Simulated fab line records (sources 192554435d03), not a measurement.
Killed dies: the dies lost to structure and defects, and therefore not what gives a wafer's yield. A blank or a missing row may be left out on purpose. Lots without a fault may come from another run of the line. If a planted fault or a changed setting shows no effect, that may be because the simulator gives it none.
fab line records + flow n5Finfet
record:
- lots: 6
- wafers: 18
- lastDay: 18
route steps=1938 shown BEOL_M9@1407
lots untouched by any fault: they come from a run of this same line in which no faults occurred
startH: hours from the record's opening day to when the first of the lot's shown wafers began + waitH: how many hours have passed since the lot's step before this one + " same as the row above + L1.1+2: one row covering several wafers at once + - no value present, or no start provided + * or withheld: withheld + < > ~ a bound
route shown NAME@n: a module of which the file shows steps, and the number in the route of the first + usual: the fault-free wafers' mean and standard deviation + same: alike in all rows + chamber/n: place in a boat + sites: each site's reading + _std_site: their standard deviation + _edge_site: outer sites' mean less inner sites' + radiusMm: how far each site lies from the wafer's centre + mask NAME#n: copy n + behind: the most recent tool/chamber to have shaped the wafer + hold: why the lot was held/for how many hours/how that ended + device: the transistor (n, p or np) that didn't switch + end of line: tests run on the same wafers once the route is complete + step lacking rows: just its recipe + killed: at the first sort, the dies lost to defects and structure; wafer yield is something else + map: dies across one wafer; x = killed, . = not, _ = none there
set.NAME: the setting as run; set.NAME@STEP: as run at that earlier step + model.NAME: the simulator's own value behind a step, which no gauge read
lots seen at some steps along the route; tables by step, rows by wafer
services: when a tool's chamber went out of use (startH, in hours from the record's first day, below 0 if earlier), for how many hours, and the reason
== steps ==
step: N5_BEOL_M9_COAT_60
recipe:
- resist: SiARC
- tempC: 220
- timeS: 60
- spinRpm: 1500
- resistThkNm: 30
step: N5_BEOL_M9_COAT_05
recipe:
- resist: CAR-ArF
- spinRpm: 1500
- resistThkNm: 90
step: N5_BEOL_M9_EBR_07
recipe:
- solvent: PGMEA
- ebrWidthMm: 1.5
step: N5_BEOL_M9_SOFTBAKE_06
recipe:
- tempC: 110
- timeS: 60
- resist: CAR-ArF
step: N5_BEOL_M9_EXPOSE_08
recipe:
- maskId: M9
- na: 1.35
- sourceShape: dipole
- sigmaInner: 0.411
- sigmaOuter: 0.611
- polarization: te
- doseMj: 53.75
step: N5_BEOL_M9_PEB_09
recipe:
- pebTempC: withheld
- pebTimeS: 60
- resist: CAR-ArF
step: N5_BEOL_M9_DEVELOP_10
recipe:
- developTimeS: 30
- developer: TMAH
- resist: CAR-ArF
- rinseLiquid: diw
- dry: airSpin
- devTempC: 23
step: N5_BEOL_M9_CD_MEAS_11
recipe:
- targetCdNm: 64.1
- landingEnergyEv: 500
- detector: seInlens
- polarity: opening
usual:
- cdNm: 64.2/0.59
| lot.wafer | tool     | chamber | startH | waitH | cdNm |
|-----------|----------|---------|--------|-------|------|
| L762.2    | cdSem-03 | 0       | 216.80 | -     | 64.6 |
| L762.5    | "        | 0       | "      | "     | 63.8 |
| L762.6    | "        | 0       | "      | "     | 64.9 |
| L774.2    | cdSem-01 | 0       | 294.61 | -     | 64.7 |
| L774.4    | "        | 0       | "      | "     | 63.7 |
| L774.6    | "        | 0       | "      | "     | 64.5 |
| L775.2    | cdSem-03 | 0       | 300.48 | -     | 64.3 |
| L775.3    | "        | 0       | "      | "     | 64.1 |
| L775.4    | "        | 0       | "      | "     | 65.1 |
| L781.1    | cdSem-02 | 0       | 322.83 | -     | 64.2 |
| L781.2    | "        | 0       | "      | "     | 63.9 |
| L781.4    | "        | 0       | "      | "     | 63.9 |
| L783.2    | cdSem-01 | 0       | 345.39 | -     | 64.2 |
| L783.3    | "        | 0       | "      | "     | 63.9 |
| L783.5    | "        | 0       | "      | "     | 64.5 |
| L779.1    | cdSem-02 | 0       | 362.13 | -     | 66.4 |
| L779.2    | "        | 0       | "      | "     | 64.8 |
| L779.6    | "        | 0       | "      | "     | 65.0 |
step: N5_BEOL_M9_OVL_MEAS_12
recipe:
- pointsPerWafer: 44
usual:
- M9_OVL: -0.6/0.71
| lot.wafer | tool       | chamber | startH | waitH | M9_OVL[nm] |
|-----------|------------|---------|--------|-------|------------|
| L762.2    | overlay-02 | 0       | 216.83 | 0.0   | -0.3       |
| L762.5    | "          | 0       | "      | "     | -1.4       |
| L762.6    | "          | 0       | "      | "     | -0.2       |
| L774.2    | overlay-01 | 0       | 294.64 | 0.0   | -1.2       |
| L774.4    | "          | 0       | "      | "     | -0.8       |
| L774.6    | "          | 0       | "      | "     | -1.5       |
| L775.2    | overlay-01 | 0       | 300.51 | 0.0   | -0.9       |
| L775.3    | "          | 0       | "      | "     | -0.3       |
| L775.4    | "          | 0       | "      | "     | -0.4       |
| L781.1    | overlay-01 | 0       | 322.86 | 0.0   | -2.0       |
| L781.2    | "          | 0       | "      | "     | -1.3       |
| L781.4    | "          | 0       | "      | "     | -0.7       |
| L783.2    | overlay-02 | 0       | 345.42 | 0.0   | -1.3       |
| L783.3    | "          | 0       | "      | "     | 0.5        |
| L783.5    | "          | 0       | "      | "     | -1.1       |
| L779.1    | overlay-02 | 0       | 362.16 | 0.0   | -0.9       |
| L779.2    | "          | 0       | "      | "     | 0.0        |
| L779.6    | "          | 0       | "      | "     | -1.1       |
step: N5_BEOL_M9_INSPECT_13
recipe:
- mode: adi
- inspectInstrument: brightfield
usual:
- rawDefectCount: 454/110
| lot.wafer | tool             | chamber | startH | waitH | rawDefectCount |
|-----------|------------------|---------|--------|-------|----------------|
| L762.2    | defectInspect-02 | -       | 216.85 | 0.0   | 314            |
| L762.5    | "                | -       | "      | "     | 321            |
| L762.6    | "                | -       | "      | "     | 573            |
| L774.2    | defectInspect-01 | -       | 294.66 | 0.0   | 447            |
| L774.4    | "                | -       | "      | "     | 570            |
| L774.6    | "                | -       | "      | "     | 411            |
| L775.2    | defectInspect-02 | -       | 300.53 | 0.0   | 671            |
| L775.3    | "                | -       | "      | "     | 834            |
| L775.4    | "                | -       | "      | "     | 853            |
| L781.1    | defectInspect-02 | -       | 322.89 | 0.0   | 578            |
| L781.2    | "                | -       | "      | "     | 530            |
| L781.4    | "                | -       | "      | "     | 500            |
| L783.2    | defectInspect-02 | -       | 345.44 | 0.0   | 330            |
| L783.3    | "                | -       | "      | "     | 444            |
| L783.5    | "                | -       | "      | "     | 437            |
| L779.1    | defectInspect-02 | -       | 362.18 | 0.0   | 431            |
| L779.2    | "                | -       | "      | "     | 470            |
| L779.6    | "                | -       | "      | "     | 411            |
step: N5_BEOL_M9_DESCUM_16
recipe:
- chemistry: O2
- timeS: 7.9
- sourcePowerW: 50
- biasPowerW: 20
- pressureMtorr: 20
- rfFrequencyHz: 2.712e+07
- tempC: 40
- resist: CAR-ArF
- o2FlowSccm: 225
usual:
- drypumpMotorCurrentA: 5.9/0.44
- oesProductAu: 0.79/0.087
- rfVppV: 243.5/1.4
- showerheadPlenumPTorr: 2.12/0.07
- throttleValvePct: 20.53/0.19
| lot.wafer | tool       | chamber | startH | waitH | drypumpMotorCurrentA | oesProductAu | rfHoursCounterH | rfVppV | showerheadPlenumPTorr | throttleValvePct |
|-----------|------------|---------|--------|-------|----------------------|--------------|-----------------|--------|-----------------------|------------------|
| L762.2    | rieDiel-06 | 3       | 216.89 | 0.0   | 5.9                  | 0.83         | 93              | 242.1  | 2.01                  | 20.39            |
| L762.5    | "          | 1       | "      | "     | 6.3                  | 0.76         | -               | 245.8  | 2.18                  | 20.88            |
| L762.6    | "          | 0       | "      | "     | 5.8                  | 1.02         | -               | 243.7  | 2.13                  | 20.51            |
| L774.2    | rieDiel-06 | 0       | 295.33 | 0.7   | 5.8                  | 0.91         | 30              | 242.6  | 2.12                  | 20.56            |
| L774.4    | "          | 3       | "      | "     | 5.9                  | 0.80         | 121             | 242.7  | 2.00                  | 20.43            |
| L774.6    | "          | 2       | "      | "     | 5.5                  | 0.91         | -               | 246.6  | 2.22                  | 20.20            |
| L775.2    | rieDiel-06 | 2       | 301.70 | 1.2   | 5.4                  | 0.91         | 20              | 245.8  | 2.22                  | 20.21            |
| L775.3    | "          | 3       | "      | "     | 5.9                  | 0.79         | 123             | 243.0  | 2.00                  | 20.42            |
| L775.4    | "          | 1       | "      | "     | 6.3                  | 0.72         | 198             | 245.8  | 2.16                  | 20.93            |
| L781.1    | rieDiel-03 | 1       | 323.91 | 1.0   | 6.1                  | 0.71         | 210             | 244.0  | 2.08                  | 20.55            |
| L781.2    | "          | 2       | "      | "     | 6.1                  | 0.99         | 1               | 243.0  | 2.15                  | 20.46            |
| L781.4    | "          | 3       | "      | "     | 5.6                  | 0.70         | 224             | 242.3  | 2.05                  | 20.50            |
| L783.2    | rieDiel-03 | 0       | 345.74 | 0.3   | 5.9                  | 0.76         | 144             | 242.6  | 2.12                  | 20.78            |
| L783.3    | "          | 3       | "      | "     | 5.7                  | 0.69         | 231             | 243.0  | 2.05                  | 20.51            |
| L783.5    | "          | 1       | "      | "     | 6.1                  | 0.70         | -               | 244.5  | 2.08                  | 20.56            |
| L779.1    | rieDiel-05 | 0       | 362.22 | 0.0   | 6.8                  | 0.79         | 151             | 244.7  | 2.18                  | 20.34            |
| L779.2    | "          | 1       | "      | "     | 5.4                  | 0.73         | 185             | 240.9  | 1.97                  | 20.35            |
| L779.6    | "          | 2       | "      | "     | 5.1                  | 0.82         | -               | 240.9  | 2.03                  | 20.65            |
step: N5_BEOL_M9_ETCH_61
recipe:
- chemistry: CF4
- target: SiARC
- targetDepthA: 390
- maskMaterial: CAR-ArF
- timeS: 65
- ionEnergyEv: 80
- pressureMtorr: 40
- sourceW: 545
- biasW: 36
- Ar_flow_sccm: 100
- cf4FlowSccm: 100
- ends: cleared
usual:
- drypumpMotorCurrentA: 5.9/0.44
- etchRfOnTimeS: 65.4/1.5
- oesProductAu: 0.67/0.073
- rfVppV: 184.3/1.2
- showerheadPlenumPTorr: 2.17/0.065
- throttleValvePct: 15.71/0.17
| lot.wafer | tool       | chamber | startH | waitH | drypumpMotorCurrentA | etchRfOnTimeS | oesProductAu | rfHoursCounterH | rfVppV | showerheadPlenumPTorr | throttleValvePct |
|-----------|------------|---------|--------|-------|----------------------|---------------|--------------|-----------------|--------|-----------------------|------------------|
| L762.2    | rieDiel-06 | 3       | 216.92 | 0.0   | 5.9                  | 67.0          | 0.69         | 93              | 183.3  | 2.08                  | 15.68            |
| L762.5    | "          | 1       | "      | "     | 6.3                  | 65.0          | 0.65         | -               | 186.9  | 2.21                  | 15.94            |
| L762.6    | "          | 0       | "      | "     | 5.8                  | 64.7          | 0.85         | -               | 185.2  | 2.20                  | 15.71            |
| L774.2    | rieDiel-06 | 0       | 295.37 | 0.0   | 5.8                  | 66.4          | 0.76         | 30              | 184.1  | 2.19                  | 15.77            |
| L774.4    | "          | 3       | "      | "     | 5.9                  | 68.0          | 0.67         | 121             | 181.3  | 2.07                  | 15.75            |
| L774.6    | "          | 2       | "      | "     | 5.4                  | 61.9          | 0.79         | -               | 184.4  | 2.28                  | 15.41            |
| L775.2    | rieDiel-06 | 2       | 301.73 | 0.0   | 5.5                  | 62.2          | 0.79         | 20              | 186.1  | 2.28                  | 15.41            |
| L775.3    | "          | 3       | "      | "     | 5.9                  | 68.3          | 0.66         | 123             | 182.3  | 2.07                  | 15.75            |
| L775.4    | "          | 1       | "      | "     | 6.4                  | 66.6          | 0.62         | 198             | 183.9  | 2.20                  | 16.01            |
| L781.1    | rieDiel-03 | 1       | 323.94 | 0.0   | 6.1                  | 66.0          | 0.61         | 210             | 183.3  | 2.13                  | 15.77            |
| L781.2    | "          | 2       | "      | "     | 6.1                  | 64.8          | 0.85         | 1               | 184.9  | 2.20                  | 15.52            |
| L781.4    | "          | 3       | "      | "     | 5.6                  | 65.7          | 0.59         | 224             | 183.2  | 2.13                  | 15.88            |
| L783.2    | rieDiel-03 | 0       | 345.77 | 0.0   | 5.9                  | 65.6          | 0.65         | 144             | 183.8  | 2.15                  | 15.75            |
| L783.3    | "          | 3       | "      | "     | 5.7                  | 65.9          | 0.59         | 231             | 184.4  | 2.13                  | 15.89            |
| L783.5    | "          | 1       | "      | "     | 6.1                  | 66.7          | 0.61         | -               | 183.8  | 2.13                  | 15.78            |
| L779.1    | rieDiel-05 | 0       | 362.25 | 0.0   | 6.8                  | 65.8          | 0.66         | 151             | 185.3  | 2.23                  | 15.55            |
| L779.2    | "          | 1       | "      | "     | 5.4                  | 65.5          | 0.62         | 185             | 182.1  | 2.03                  | 15.61            |
| L779.6    | "          | 2       | "      | "     | 5.0                  | 62.9          | 0.71         | -               | 184.9  | 2.08                  | 15.73            |
step: N5_BEOL_M9_ETCH_62
recipe:
- chemistry: N2/H2
- target: SOC
- targetDepthA: 1100
- overetchA: 220
- maskMaterial: SiARC
- tempC: 40
- timeS: 165
- ionEnergyEv: 200
- pressureMtorr: 30
- sourceW: 840
- biasW: 150
- n2FlowSccm: 200
- h2FlowSccm: 200
usual:
- drypumpMotorCurrentA: 5.9/0.44
- oesProductAu: 0.67/0.066
- rfVppV: 524.7/2.2
- showerheadPlenumPTorr: 2.57/0.082
- throttleValvePct: 17.92/0.2
| lot.wafer | tool       | chamber | startH | waitH | drypumpMotorCurrentA | oesProductAu | rfHoursCounterH | rfVppV | showerheadPlenumPTorr | throttleValvePct | model.SiARC_of_BEOL_M9_COAT_60.thkNm |
|-----------|------------|---------|--------|-------|----------------------|--------------|-----------------|--------|-----------------------|------------------|--------------------------------------|
| L762.2    | rieDiel-06 | 3       | 216.97 | 0.0   | 5.9                  | 0.71         | 93              | 522.7  | 2.47                  | 17.89            | 23.6                                 |
| L762.5    | "          | 1       | "      | "     | 6.4                  | 0.64         | -               | 526.8  | 2.66                  | 18.46            | 23.4                                 |
| L762.6    | "          | 0       | "      | "     | 5.8                  | 0.83         | -               | 525.5  | 2.60                  | 17.89            | 23.4                                 |
| L774.2    | rieDiel-06 | 0       | 295.42 | 0.0   | 5.8                  | 0.83         | 30              | 526.2  | 2.59                  | 17.97            | 24.2                                 |
| L774.4    | "          | 3       | "      | "     | 5.9                  | 0.69         | 121             | 519.3  | 2.46                  | 17.93            | 24                                   |
| L774.6    | "          | 2       | "      | "     | 5.5                  | 0.84         | -               | 528.4  | 2.70                  | 17.61            | 23.8                                 |
| L775.2    | rieDiel-06 | 2       | 301.78 | 0.0   | 5.5                  | 0.83         | 20              | 528.8  | 2.69                  | 17.62            | 23.8                                 |
| L775.3    | "          | 3       | "      | "     | 5.9                  | 0.68         | 123             | 521.9  | 2.46                  | 17.94            | 23.8                                 |
| L775.4    | "          | 1       | "      | "     | 6.4                  | 0.62         | 198             | 527.5  | 2.65                  | 18.51            | 23.4                                 |
| L781.1    | rieDiel-03 | 1       | 323.99 | 0.0   | 6.1                  | 0.61         | 210             | 522.3  | 2.51                  | 17.92            | 23.4                                 |
| L781.2    | "          | 2       | "      | "     | 6.1                  | 0.83         | 2               | 524.6  | 2.61                  | 17.71            | 23.4                                 |
| L781.4    | "          | 3       | "      | "     | 5.7                  | 0.59         | 224             | 523.4  | 2.51                  | 17.91            | 23.6                                 |
| L783.2    | rieDiel-03 | 0       | 345.82 | 0.0   | 5.9                  | 0.64         | 144             | 524.7  | 2.55                  | 18.00            | 23.6                                 |
| L783.3    | "          | 3       | "      | "     | 5.6                  | 0.59         | 231             | 523.2  | 2.51                  | 17.94            | 23.8                                 |
| L783.5    | "          | 1       | "      | "     | 6.1                  | 0.60         | -               | 522.8  | 2.51                  | 17.93            | 23.8                                 |
| L779.1    | rieDiel-05 | 0       | 362.30 | 0.0   | 6.8                  | 0.66         | 151             | 527.2  | 2.64                  | 17.73            | 23.6                                 |
| L779.2    | "          | 1       | "      | "     | 5.4                  | 0.62         | 185             | 520.9  | 2.41                  | 17.77            | 23.6                                 |
| L779.6    | "          | 2       | "      | "     | 5.1                  | 0.70         | -               | 523.6  | 2.48                  | 18.14            | 23.2                                 |
step: N5_BEOL_M9_STRIP_68
recipe:
- chemistry: N2/H2
- tempC: 40
- n2FlowSccm: 200
- h2FlowSccm: 200
- rfFrequencyHz: 6e+07
== services ==
| tool       | chamber | startH | hours | kind                         |
|------------|---------|--------|-------|------------------------------|
| rieDiel-06 | 0       | 198.60 | -     | clean                        |
| rieDiel-06 | 0       | 198.60 | -     | consumableReplace:focusRing  |
| rieDiel-06 | 0       | 198.60 | 18.2  | scheduledDown                |
| rieDiel-06 | 0       | 198.60 | 18.2  | ventCycle                    |
| rieDiel-03 | 3       | 202.61 | 2.6   | repair                       |
| rieDiel-06 | 2       | 216.82 | -     | clean                        |
| rieDiel-06 | 2       | 216.82 | -     | consumableReplace:focusRing  |
| rieDiel-06 | 2       | 216.82 | -     | consumableReplace:showerhead |
| rieDiel-06 | 2       | 216.82 | 14.5  | scheduledDown                |
| rieDiel-06 | 2       | 216.82 | 14.5  | ventCycle                    |
| rieDiel-06 | -       | 230.51 | 0.5   | repair                       |
| rieDiel-06 | 2       | 237.70 | 13.5  | repair                       |
| rieDiel-03 | -       | 272.44 | 14.6  | pm                           |
| rieDiel-03 | 2       | 302.30 | -     | clean                        |
| rieDiel-03 | 2       | 302.30 | -     | consumableReplace:focusRing  |
| rieDiel-03 | 2       | 302.30 | 18.9  | scheduledDown                |
| rieDiel-03 | 2       | 302.30 | 18.9  | ventCycle                    |
| rieDiel-05 | 3       | 311.98 | 18.2  | repair                       |
| rieDiel-05 | 2       | 324.13 | 30.9  | repair                       |
== key ==
firstSign:
- step: N5_BEOL_M9_ETCH_62
- reading: oesProductAu
- direction: up
- sigmas: 2.5
- usual: 0.67
- struck: 0.83
effect none on later readings
modelEffect:
- step: N5_BEOL_M9_ETCH_62
- value: SiARC_of_BEOL_M9_COAT_60.thkNm
- without: 23.27
- struck: 23.93
metAt N5_BEOL_M9_ETCH_62
struckWafers L774.2,L774.6,L775.2
sortLeftOut L774.2,L774.6,L775.2
onsetBetween 216.97 295.42
fault:
- kind: processParameterDrift
- tool: rieDiel-06
- chamber: -
- onsetH: 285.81
- steps: N5_BEOL_M9_ETCH_62
- channel: timeS
- offset: *
- shape: step
- endH: 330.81
- scope: struckWafersOnly
- actsIn: *
- stated: *
sortLeftOut: the simulated sort isn't trusted on such a fault, so these wafers' sort isn't shown, and their yield isn't known
